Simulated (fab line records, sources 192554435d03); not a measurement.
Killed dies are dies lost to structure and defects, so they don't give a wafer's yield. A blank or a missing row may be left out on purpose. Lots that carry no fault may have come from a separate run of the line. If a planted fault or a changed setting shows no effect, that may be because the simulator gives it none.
Which tool did it?    flow n5_finfet    12 lots, 36 wafers sampled, at 2 steps of a route of 1938

== WHAT THE GAUGES READ, wafer by wafer ==
N5_DUMMY_GATE_INSPECT_17: inspects for defects (brightfield).
lot   measured     on                 raw_defect_count
L075  day 3 06:11  defect_inspect-01  172 204 266
L077  day 3 15:24  defect_inspect-02  149 162 140
L079  day 4 05:43  defect_inspect-02  241 214 287
L081  day 4 17:15  defect_inspect-02  194 135 167
L083  day 5 05:13  defect_inspect-01  195 249 264
L085  day 5 15:08  defect_inspect-02  270 179 224
L087  day 6 06:04  defect_inspect-01  324 163 442
L089  day 6 18:14  defect_inspect-01  129 201 185
L091  day 7 04:59  defect_inspect-01  170 129 158
L093  day 7 17:50  defect_inspect-02  145 159 188
L095  day 8 03:10  defect_inspect-01  158 184 183
L097  day 8 17:05  defect_inspect-01  188 191 205

== EACH LOT AND THE TOOL THAT RAN IT (in order: tool; ch and the chambers of the sampled wafers; start) ==
lot   N5_STI_FIN_REVEAL_RECESS_09
L075  vapor_etch-01 ch 0,1, day 2 18:12
L077  vapor_etch-01 ch 0,1, day 3 04:01
L079  vapor_etch-02 ch 0,1, day 3 16:56
L081  vapor_etch-01 ch 0,1, day 4 05:53
L083  vapor_etch-02 ch 0,1, day 4 18:17
L085  vapor_etch-02 ch 0,1, day 5 03:47
L087  vapor_etch-01 ch 1, day 5 18:22
L089  vapor_etch-01 ch 0,1, day 6 04:34
L091  vapor_etch-01 ch 0,1, day 6 17:11
L093  vapor_etch-01 ch 0,1, day 7 04:37
L095  vapor_etch-01 ch 0,1, day 7 15:40
L097  vapor_etch-01 ch 0,1, day 8 05:37
- N5_STI_FIN_REVEAL_RECESS_09: chemistry HF/NH3, target SiO2, afs cycles 11, target depth 42.5 nm, sublimation time 60 s.

== THE ANSWER, worked out from the rows above alone ==
Rule: the usual values come from the lots themselves. The widest of any qualifying gaps counts: lots, ordered by their means at a reading, are off when they make up no more than a third of the lots, leave a main group of 4 or more, and stand apart from it by 3 or more times the standard deviation of that group's means. A main group is skipped when, at the precision printed for the reading in the tables above, its means are all equal. A lot without any number at a reading at which 4 lots or more have one is off too. Where the step has rows for the other lots, those lots are counted as sound.
No lot is off at any reading shown: from this, nothing can be told.

== WHAT HAD BEEN PUT IN BY THE SIMULATOR ==
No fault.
